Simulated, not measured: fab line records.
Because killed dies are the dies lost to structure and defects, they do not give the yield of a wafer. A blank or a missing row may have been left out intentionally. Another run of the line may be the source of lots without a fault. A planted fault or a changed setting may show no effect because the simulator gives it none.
Which tool is to blame? :: flow nand_harc :: 24 lots with 72 wafers sampled at 4 steps, on a route of 1159 steps

## WHAT EACH GAUGE READ, for each wafer
NHARC_P_ZERO_WELL_INSPECT_43.
lot: L074
measured: day 1 19:28
on: defect_inspect-01
raw_defect_count: 8 14 8

lot: L075
measured: day 2 01:41
on: defect_inspect-01
raw_defect_count: 10 20 4

lot: L076
measured: day 2 08:02
on: defect_inspect-02
raw_defect_count: 7 22 7

lot: L077
measured: day 2 13:36
on: defect_inspect-01
raw_defect_count: 15 17 8

lot: L078
measured: day 2 19:31
on: defect_inspect-01
raw_defect_count: 16 17 16

lot: L079
measured: day 3 01:14
on: defect_inspect-02
raw_defect_count: 20 23 14

lot: L080
measured: day 3 07:45
on: defect_inspect-01
raw_defect_count: 19 20 17

lot: L081
measured: day 3 13:35
on: defect_inspect-01
raw_defect_count: 3 9 10

lot: L082
measured: day 3 19:35
on: defect_inspect-01
raw_defect_count: 24 12 19

lot: L083
measured: day 4 01:33
on: defect_inspect-01
raw_defect_count: 10 9 26

lot: L084
measured: day 4 07:41
on: defect_inspect-02
raw_defect_count: 14 24 10

lot: L085
measured: day 4 13:44
on: defect_inspect-01
raw_defect_count: 20 11 31

lot: L086
measured: day 4 19:18
on: defect_inspect-02
raw_defect_count: 16 12 14

lot: L087
measured: day 5 01:41
on: defect_inspect-02
raw_defect_count: 3 12 5

lot: L088
measured: day 5 07:28
on: defect_inspect-01
raw_defect_count: 10 6 14

lot: L089
measured: day 5 13:43
on: defect_inspect-02
raw_defect_count: 5 6 9

lot: L090
measured: day 5 19:49
on: defect_inspect-02
raw_defect_count: 17 25 25

lot: L091
measured: day 6 02:01
on: defect_inspect-01
raw_defect_count: 11 9 12

lot: L092
measured: day 6 07:43
on: defect_inspect-02
raw_defect_count: 12 13 10

lot: L093
measured: day 6 13:46
on: defect_inspect-02
raw_defect_count: 21 26 12

lot: L094
measured: day 6 19:37
on: defect_inspect-01
raw_defect_count: 16 14 14

lot: L095
measured: day 7 02:19
on: defect_inspect-01
raw_defect_count: 6 6 22

lot: L096
measured: day 7 07:26
on: defect_inspect-01
raw_defect_count: 10 10 10

lot: L097
measured: day 7 14:00
on: defect_inspect-02
raw_defect_count: 12 6 13

NHARC_P_GATE_CD_MEAS_11: the cd target is 1640 nm.
lot: L074
measured: day 4 00:58
on: cd_sem-02
cd_nm (nm): 1638.1 1642.4 1639.8

lot: L075
measured: day 4 01:07
on: cd_sem-03
cd_nm (nm): 1640.1 1642.9 1641.1

lot: L076
measured: day 4 15:01
on: cd_sem-03
cd_nm (nm): 1638.4 1639.2 1643.6

lot: L077
measured: day 4 15:03
on: cd_sem-02
cd_nm (nm): 1644.0 1642.3 1641.8

lot: L078
measured: day 5 04:17
on: cd_sem-03
cd_nm (nm): 1644.4 1640.1 1639.9

lot: L079
measured: day 5 04:08
on: cd_sem-02
cd_nm (nm): 1645.1 1637.9 1639.0

lot: L080
measured: day 5 18:35
on: cd_sem-02
cd_nm (nm): 1643.1 1643.4 1641.8

lot: L081
measured: day 5 18:44
on: cd_sem-03
cd_nm (nm): 1639.2 1639.9 1638.2

lot: L082
measured: day 6 07:18
on: cd_sem-03
cd_nm (nm): 1641.0 1638.6 1642.9

lot: L083
measured: day 6 07:20
on: cd_sem-03
cd_nm (nm): 1638.2 1638.9 1640.9

lot: L084
measured: day 6 07:08
on: cd_sem-03
cd_nm (nm): 1638.0 1639.9 1642.9

lot: L085
measured: day 7 09:40
on: cd_sem-03
cd_nm (nm): 1638.7 1643.5 1644.5

lot: L086
measured: day 7 09:35
on: cd_sem-03
cd_nm (nm): 1644.2 1642.7 1641.6

lot: L087
measured: day 7 09:42
on: cd_sem-02
cd_nm (nm): 1640.1 1640.7 1639.3

lot: L088
measured: day 7 09:37
on: cd_sem-03
cd_nm (nm): 1639.0 1643.2 1641.8

lot: L089
measured: day 7 18:31
on: cd_sem-02
cd_nm (nm): 1639.6 1642.9 1644.2

lot: L090
measured: day 7 23:09
on: cd_sem-03
cd_nm (nm): 1640.0 1642.1 1639.3

lot: L091
measured: day 8 07:13
on: cd_sem-02
cd_nm (nm): 1640.1 1642.8 1641.5

lot: L092
measured: day 8 07:14
on: cd_sem-02
cd_nm (nm): 1638.6 1641.9 1637.5

lot: L093
measured: day 8 16:55
on: cd_sem-02
cd_nm (nm): 1641.3 1639.9 1638.3

lot: L094
measured: day 9 01:17
on: cd_sem-03
cd_nm (nm): 1640.4 1640.7 1641.8

lot: L095
measured: day 9 11:42
on: cd_sem-03
cd_nm (nm): 1642.0 1640.4 1644.1

lot: L096
measured: day 9 14:31
on: cd_sem-03
cd_nm (nm): 1640.3 1640.3 1638.5

lot: L097
measured: day 9 14:40
on: cd_sem-03
cd_nm (nm): 1637.0 1640.3 1641.7

## TOOL THAT RAN EACH LOT (tool first, then ch and the chambers of the sampled wafers, then the start)
lot: L074
NHARC_P_ZERO_WELL_DESCUM_54: rie_diel-13 ch 0,1,2, day 1 17:47
NHARC_P_STI_CMP_21: cmp-04 ch 0,2,3, day 3 08:21

lot: L075
NHARC_P_ZERO_WELL_DESCUM_54: rie_diel-05 ch 0,1,2, day 2 00:02
NHARC_P_STI_CMP_21: cmp-03 ch 0,1,2, day 3 08:21

lot: L076
NHARC_P_ZERO_WELL_DESCUM_54: rie_diel-05 ch 0,1,2, day 2 06:22
NHARC_P_STI_CMP_21: cmp-03 ch 0,1,2, day 3 21:29

lot: L077
NHARC_P_ZERO_WELL_DESCUM_54: rie_diel-01 ch 0,1, day 2 11:54
NHARC_P_STI_CMP_21: cmp-04 ch 0,2,3, day 3 21:29

lot: L078
NHARC_P_ZERO_WELL_DESCUM_54: rie_diel-01 ch 0,1,2, day 2 17:52
NHARC_P_STI_CMP_21: cmp-04 ch 0,1,3, day 4 10:47

lot: L079
NHARC_P_ZERO_WELL_DESCUM_54: rie_diel-05 ch 0,2,3, day 2 23:37
NHARC_P_STI_CMP_21: cmp-03 ch 0,2,3, day 4 10:46

lot: L080
NHARC_P_ZERO_WELL_DESCUM_54: rie_diel-01 ch 0,2,3, day 3 06:05
NHARC_P_STI_CMP_21: cmp-03 ch 1,2, day 4 22:26

lot: L081
NHARC_P_ZERO_WELL_DESCUM_54: rie_diel-05 ch 1,2,3, day 3 11:55
NHARC_P_STI_CMP_21: cmp-01 ch 0,2, day 4 22:26

lot: L082
NHARC_P_ZERO_WELL_DESCUM_54: rie_diel-01 ch 1,3, day 3 17:56
NHARC_P_STI_CMP_21: cmp-01 ch 1,2, day 5 09:17

lot: L083
NHARC_P_ZERO_WELL_DESCUM_54: rie_diel-13 ch 2,3, day 3 23:53
NHARC_P_STI_CMP_21: cmp-04 ch 0,1,3, day 5 16:20

lot: L084
NHARC_P_ZERO_WELL_DESCUM_54: rie_diel-01 ch 2,3, day 4 06:02
NHARC_P_STI_CMP_21: cmp-03 ch 0,2,3, day 5 16:17

lot: L085
NHARC_P_ZERO_WELL_DESCUM_54: rie_diel-05 ch 0,1,3, day 4 12:04
NHARC_P_STI_CMP_21: cmp-01 ch 1,2,3, day 6 16:07

lot: L086
NHARC_P_ZERO_WELL_DESCUM_54: rie_diel-05 ch 0,1,2, day 4 17:40
NHARC_P_STI_CMP_21: cmp-04 ch 0,1,2, day 6 16:05

lot: L087
NHARC_P_ZERO_WELL_DESCUM_54: rie_diel-13 ch 0,1,2, day 4 23:55
NHARC_P_STI_CMP_21: cmp-03 ch 2,3, day 6 16:14

lot: L088
NHARC_P_ZERO_WELL_DESCUM_54: rie_diel-05 ch 1,2,3, day 5 05:49
NHARC_P_STI_CMP_21: cmp-03 ch 0,3, day 6 16:05

lot: L089
NHARC_P_ZERO_WELL_DESCUM_54: rie_diel-05 ch 1,2,3, day 5 12:05
NHARC_P_STI_CMP_21: cmp-03 ch 2,3, day 7 01:49

lot: L090
NHARC_P_ZERO_WELL_DESCUM_54: rie_diel-13 ch 1,3, day 5 18:08
NHARC_P_STI_CMP_21: cmp-03 ch 0,2, day 7 06:25

lot: L091
NHARC_P_ZERO_WELL_DESCUM_54: rie_diel-13 ch 2,3, day 6 00:13
NHARC_P_STI_CMP_21: cmp-04 ch 0,2, day 7 14:51

lot: L092
NHARC_P_ZERO_WELL_DESCUM_54: rie_diel-01 ch 0,1,3, day 6 06:04
NHARC_P_STI_CMP_21: cmp-04 ch 0,1,2, day 7 14:58

lot: L093
NHARC_P_ZERO_WELL_DESCUM_54: rie_diel-01 ch 0,3, day 6 12:05
NHARC_P_STI_CMP_21: cmp-04 ch 2,3, day 7 23:59

lot: L094
NHARC_P_ZERO_WELL_DESCUM_54: rie_diel-13 ch 0,1, day 6 17:58
NHARC_P_STI_CMP_21: cmp-04 ch 2,3, day 8 08:34

lot: L095
NHARC_P_ZERO_WELL_DESCUM_54: rie_diel-13 ch 0,1,2, day 7 00:35
NHARC_P_STI_CMP_21: cmp-04 ch 0,1,2, day 8 14:17

lot: L096
NHARC_P_ZERO_WELL_DESCUM_54: rie_diel-01 ch 0,3, day 7 05:47
NHARC_P_STI_CMP_21: cmp-04 ch 0,1,2, day 8 22:08

lot: L097
NHARC_P_ZERO_WELL_DESCUM_54: rie_diel-05 ch 0,2,3, day 7 11:42
NHARC_P_STI_CMP_21: cmp-03 ch 0,3, day 8 22:04
- NHARC_P_ZERO_WELL_DESCUM_54: chemistry O2, time 3 s.
- NHARC_P_STI_CMP_21: polishes, t overpolish 20 s, target thk 380.67 nm.

## WHAT THE TOOLS THEMSELVES READ (means of the sampled wafers that have a number; where no wafer has one, the mark that the record gives instead)
NHARC_P_ZERO_WELL_DESCUM_54.
lot: L074
tool: rie_diel-13
drypump_motor_current_A (A): 5.2
oes_product_au (a.u.): 1.001
rf_vpp_V (V): 58.4
showerhead_plenum_p_Torr (Torr): 1.96
throttle_valve_pct (%): 11.310

lot: L075
tool: rie_diel-05
drypump_motor_current_A (A): 5.6
oes_product_au (a.u.): 0.988
rf_vpp_V (V): 57.4
showerhead_plenum_p_Torr (Torr): 1.93
throttle_valve_pct (%): 11.305

lot: L076
tool: rie_diel-05
drypump_motor_current_A (A): 5.6
oes_product_au (a.u.): 0.993
rf_vpp_V (V): 57.0
showerhead_plenum_p_Torr (Torr): 1.93
throttle_valve_pct (%): 11.311

lot: L077
tool: rie_diel-01
drypump_motor_current_A (A): 5.5
oes_product_au (a.u.): 0.996
rf_vpp_V (V): 58.0
showerhead_plenum_p_Torr (Torr): 1.82
throttle_valve_pct (%): 11.307

lot: L078
tool: rie_diel-01
drypump_motor_current_A (A): 5.7
oes_product_au (a.u.): 0.997
rf_vpp_V (V): 57.0
showerhead_plenum_p_Torr (Torr): 1.87
throttle_valve_pct (%): 11.317

lot: L079
tool: rie_diel-05
drypump_motor_current_A (A): 5.8
oes_product_au (a.u.): 0.994
rf_vpp_V (V): 58.0
showerhead_plenum_p_Torr (Torr): 1.93
throttle_valve_pct (%): 11.316

lot: L080
tool: rie_diel-01
drypump_motor_current_A (A): 5.6
oes_product_au (a.u.): 1.004
rf_vpp_V (V): 58.6
showerhead_plenum_p_Torr (Torr): 1.91
throttle_valve_pct (%): 11.322

lot: L081
tool: rie_diel-05
drypump_motor_current_A (A): 6.0
oes_product_au (a.u.): 0.986
rf_vpp_V (V): 57.5
showerhead_plenum_p_Torr (Torr): 1.88
throttle_valve_pct (%): 11.312

lot: L082
tool: rie_diel-01
drypump_motor_current_A (A): 5.5
oes_product_au (a.u.): 0.999
rf_vpp_V (V): 57.8
showerhead_plenum_p_Torr (Torr): 1.89
throttle_valve_pct (%): 11.302

lot: L083
tool: rie_diel-13
drypump_motor_current_A (A): 5.6
oes_product_au (a.u.): 0.999
rf_vpp_V (V): 58.5
showerhead_plenum_p_Torr (Torr): 1.93
throttle_valve_pct (%): 11.315

lot: L084
tool: rie_diel-01
drypump_motor_current_A (A): 5.7
oes_product_au (a.u.): 1.006
rf_vpp_V (V): 56.9
showerhead_plenum_p_Torr (Torr): 1.94
throttle_valve_pct (%): 11.320

lot: L085
tool: rie_diel-05
drypump_motor_current_A (A): 5.6
oes_product_au (a.u.): 0.995
rf_vpp_V (V): 58.6
showerhead_plenum_p_Torr (Torr): 1.92
throttle_valve_pct (%): 11.306

lot: L086
tool: rie_diel-05
drypump_motor_current_A (A): 5.6
oes_product_au (a.u.): 0.993
rf_vpp_V (V): 58.6
showerhead_plenum_p_Torr (Torr): 1.93
throttle_valve_pct (%): 11.316

lot: L087
tool: rie_diel-13
drypump_motor_current_A (A): 5.2
oes_product_au (a.u.): 1.016
rf_vpp_V (V): 58.6
showerhead_plenum_p_Torr (Torr): 1.96
throttle_valve_pct (%): 11.316

lot: L088
tool: rie_diel-05
drypump_motor_current_A (A): 5.9
oes_product_au (a.u.): 1.002
rf_vpp_V (V): 57.6
showerhead_plenum_p_Torr (Torr): 1.87
throttle_valve_pct (%): 11.305

lot: L089
tool: rie_diel-05
drypump_motor_current_A (A): 5.9
oes_product_au (a.u.): 0.995
rf_vpp_V (V): 58.4
showerhead_plenum_p_Torr (Torr): 1.87
throttle_valve_pct (%): 11.307

lot: L090
tool: rie_diel-13
drypump_motor_current_A (A): 5.2
oes_product_au (a.u.): 1.023
rf_vpp_V (V): 58.3
showerhead_plenum_p_Torr (Torr): 1.89
throttle_valve_pct (%): 11.319

lot: L091
tool: rie_diel-13
drypump_motor_current_A (A): 5.7
oes_product_au (a.u.): 1.001
rf_vpp_V (V): 57.7
showerhead_plenum_p_Torr (Torr): 1.87
throttle_valve_pct (%): 11.318

lot: L092
tool: rie_diel-01
drypump_motor_current_A (A): 5.4
oes_product_au (a.u.): 0.989
rf_vpp_V (V): 57.4
showerhead_plenum_p_Torr (Torr): 1.85
throttle_valve_pct (%): 11.312

lot: L093
tool: rie_diel-01
drypump_motor_current_A (A): 5.3
oes_product_au (a.u.): 0.995
rf_vpp_V (V): 56.9
showerhead_plenum_p_Torr (Torr): 1.84
throttle_valve_pct (%): 11.312

lot: L094
tool: rie_diel-13
drypump_motor_current_A (A): 5.0
oes_product_au (a.u.): 1.008
rf_vpp_V (V): 57.5
showerhead_plenum_p_Torr (Torr): 1.94
throttle_valve_pct (%): 11.316

lot: L095
tool: rie_diel-13
drypump_motor_current_A (A): 5.2
oes_product_au (a.u.): 1.007
rf_vpp_V (V): 57.7
showerhead_plenum_p_Torr (Torr): 1.96
throttle_valve_pct (%): 11.312

lot: L096
tool: rie_diel-01
drypump_motor_current_A (A): 5.3
oes_product_au (a.u.): 0.997
rf_vpp_V (V): 57.6
showerhead_plenum_p_Torr (Torr): 1.88
throttle_valve_pct (%): 11.318

lot: L097
tool: rie_diel-05
drypump_motor_current_A (A): 5.8
oes_product_au (a.u.): 1.003
rf_vpp_V (V): 57.9
showerhead_plenum_p_Torr (Torr): 1.93
throttle_valve_pct (%): 11.320

NHARC_P_STI_CMP_21.
lot: L074
tool: cmp-04
motor_current_A (A): 12.3
overpolish_run_s (s): 20.005
retaining_ring_pressure_frac: 1.000
slurry_flow_ml_min: 150.4

lot: L075
tool: cmp-03
motor_current_A (A): 12.5
overpolish_run_s (s): 20.000
retaining_ring_pressure_frac: 1.004
slurry_flow_ml_min: 150.1

lot: L076
tool: cmp-03
motor_current_A (A): 12.4
overpolish_run_s (s): 19.991
retaining_ring_pressure_frac: 0.998
slurry_flow_ml_min: 149.9

lot: L077
tool: cmp-04
motor_current_A (A): 12.4
overpolish_run_s (s): 20.010
retaining_ring_pressure_frac: 1.004
slurry_flow_ml_min: 149.8

lot: L078
tool: cmp-04
motor_current_A (A): 11.6
overpolish_run_s (s): 19.995
retaining_ring_pressure_frac: 0.998
slurry_flow_ml_min: 150.2

lot: L079
tool: cmp-03
motor_current_A (A): 12.5
overpolish_run_s (s): 20.005
retaining_ring_pressure_frac: 0.996
slurry_flow_ml_min: 149.5

lot: L080
tool: cmp-03
motor_current_A (A): 12.6
overpolish_run_s (s): 20.005
retaining_ring_pressure_frac: 1.001
slurry_flow_ml_min: 149.4

lot: L081
tool: cmp-01
motor_current_A (A): 11.2
overpolish_run_s (s): 20.003
retaining_ring_pressure_frac: 0.999
slurry_flow_ml_min: 149.9

lot: L082
tool: cmp-01
motor_current_A (A): 10.7
overpolish_run_s (s): 20.006
retaining_ring_pressure_frac: 0.997
slurry_flow_ml_min: 150.0

lot: L083
tool: cmp-04
motor_current_A (A): 11.5
overpolish_run_s (s): 19.998
retaining_ring_pressure_frac: 0.998
slurry_flow_ml_min: 150.0

lot: L084
tool: cmp-03
motor_current_A (A): 12.3
overpolish_run_s (s): 19.993
retaining_ring_pressure_frac: 1.002
slurry_flow_ml_min: 150.1

lot: L085
tool: cmp-01
motor_current_A (A): 11.3
overpolish_run_s (s): 19.990
retaining_ring_pressure_frac: 1.000
slurry_flow_ml_min: 150.1

lot: L086
tool: cmp-04
motor_current_A (A): 11.8
overpolish_run_s (s): 19.997
retaining_ring_pressure_frac: 1.004
slurry_flow_ml_min: 149.8

lot: L087
tool: cmp-03
motor_current_A (A): 11.5
overpolish_run_s (s): 20.004
retaining_ring_pressure_frac: 1.002
slurry_flow_ml_min: 150.3

lot: L088
tool: cmp-03
motor_current_A (A): 12.5
overpolish_run_s (s): 19.993
retaining_ring_pressure_frac: 1.001
slurry_flow_ml_min: 150.2

lot: L089
tool: cmp-03
motor_current_A (A): 11.9
overpolish_run_s (s): 19.994
retaining_ring_pressure_frac: 1.004
slurry_flow_ml_min: 149.6

lot: L090
tool: cmp-03
motor_current_A (A): 11.5
overpolish_run_s (s): 20.003
retaining_ring_pressure_frac: 0.999
slurry_flow_ml_min: 149.6

lot: L091
tool: cmp-04
motor_current_A (A): 12.6
overpolish_run_s (s): 19.991
retaining_ring_pressure_frac: 0.996
slurry_flow_ml_min: 150.5

lot: L092
tool: cmp-04
motor_current_A (A): 11.9
overpolish_run_s (s): 20.000
retaining_ring_pressure_frac: 1.002
slurry_flow_ml_min: 150.3

lot: L093
tool: cmp-04
motor_current_A (A): 12.4
overpolish_run_s (s): 19.995
retaining_ring_pressure_frac: 1.000
slurry_flow_ml_min: 149.9

lot: L094
tool: cmp-04
motor_current_A (A): 12.7
overpolish_run_s (s): 20.003
retaining_ring_pressure_frac: 1.005
slurry_flow_ml_min: 149.8

lot: L095
tool: cmp-04
motor_current_A (A): 11.7
overpolish_run_s (s): 19.996
retaining_ring_pressure_frac: 1.003
slurry_flow_ml_min: 149.5

lot: L096
tool: cmp-04
motor_current_A (A): 11.5
overpolish_run_s (s): 20.003
retaining_ring_pressure_frac: 0.999
slurry_flow_ml_min: 149.8

lot: L097
tool: cmp-03
motor_current_A (A): 12.7
overpolish_run_s (s): 20.002
retaining_ring_pressure_frac: 1.007
slurry_flow_ml_min: 150.5

## THE ANSWER, worked out from the rows above alone
Rule: the lots themselves supply what counts as usual. The widest of any qualifying gaps counts: lots, ordered by their means at a reading, are off when they make up no more than a third of the lots, leave a main group of 4 or more, and stand apart from it by 3 or more times the standard deviation of that group's means. If all means in a main group match to the digits the tables above print for the reading, that group is not used. Also off: a lot with no number at a reading for which 4 or more lots have one. Where the step has rows for the other lots, those lots are counted as sound. Order of review: gauges by route order, followed by the tools' own readings, for which a lot's mean as printed above is used. At the first step where some lot is off, the reading lying furthest off is the one used; lots without a number count as furthest.
No lot is off on any of the readings shown, so nothing can be concluded from this.

## WHAT THE SIMULATOR HAD PUT IN
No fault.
